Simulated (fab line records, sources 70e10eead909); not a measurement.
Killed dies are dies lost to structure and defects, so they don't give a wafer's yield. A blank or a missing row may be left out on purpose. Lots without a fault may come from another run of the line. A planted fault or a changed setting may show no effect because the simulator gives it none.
Chamber matching | flow nand_harc | NHARC_A_BLC_ALD_23 on ald_metal-01: 4 sister chambers
The step deposits TiN, target thk 3 nm, pulse time 1 s, ald cycles 150. 8 wafers are shown with their chamber, then 9 later ones without.

WAFERS WITH THEIR CHAMBER
wafer  | chamber | heater_power_w (W) | precursor_pulse_height_rel
L076.5 | 1       | 1022               | 0.978
L083.6 | 2       | 1138               | 0.980
L084.1 | 1       | 1005               | 1.020
L084.2 | 0       | 1004               | 1.005
L084.3 | 3       | 1040               | 0.998
L091.1 | 2       | 1109               | 0.982
L091.3 | 3       | 1057               | 0.988
L091.6 | 0       | 997                | 1.001

WAFERS WITHOUT THEIR CHAMBER
wafer  | heater_power_w (W) | precursor_pulse_height_rel
L088.1 | 1022               | 1.003
L088.2 | 1018               | 1.003
L088.3 | 1121               | 1.046
L093.1 | 1009               | 1.020
L093.3 | 1054               | 1.002
L093.6 | 1056               | 0.997
L097.2 | 1013               | 0.967
L097.3 | 1057               | 1.001
L097.6 | 1025               | 0.989

WHICH CHAMBER EACH WENT THROUGH
wafer  | from the rows above          | in truth
L088.1 | can't be placed: 1 or 0 or 3 | 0
L088.2 | can't be placed: 1 or 0 or 3 | 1
L088.3 | 2                            | 2
L093.1 | can't be placed: 0 or 1      | 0
L093.3 | 3                            | 3
L093.6 | 3                            | 3
L097.2 | can't be placed: 1 or 0 or 3 | 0
L097.3 | 3                            | 3
L097.6 | can't be placed: 1 or 3 or 0 | 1
Placed correctly: 4 of 9. Can't be placed from these rows: 5 (the true chamber is among the candidates in 5). Placed wrongly: 0.
How it was worked out, from the rows above alone: a wafer's distance from a chamber is the root of the sum, over the readings, of the square of ((its reading less the chamber's mean) divided by the reading's scatter). The wafer belongs to the nearest chamber; if the next one is less than 2 further off, it can't be placed. A chamber's mean is the mean of its shown wafers. The scatter: the root of (the sum of the squares of (reading less its chamber's mean) over the shown wafers, divided by (wafers less chambers)).
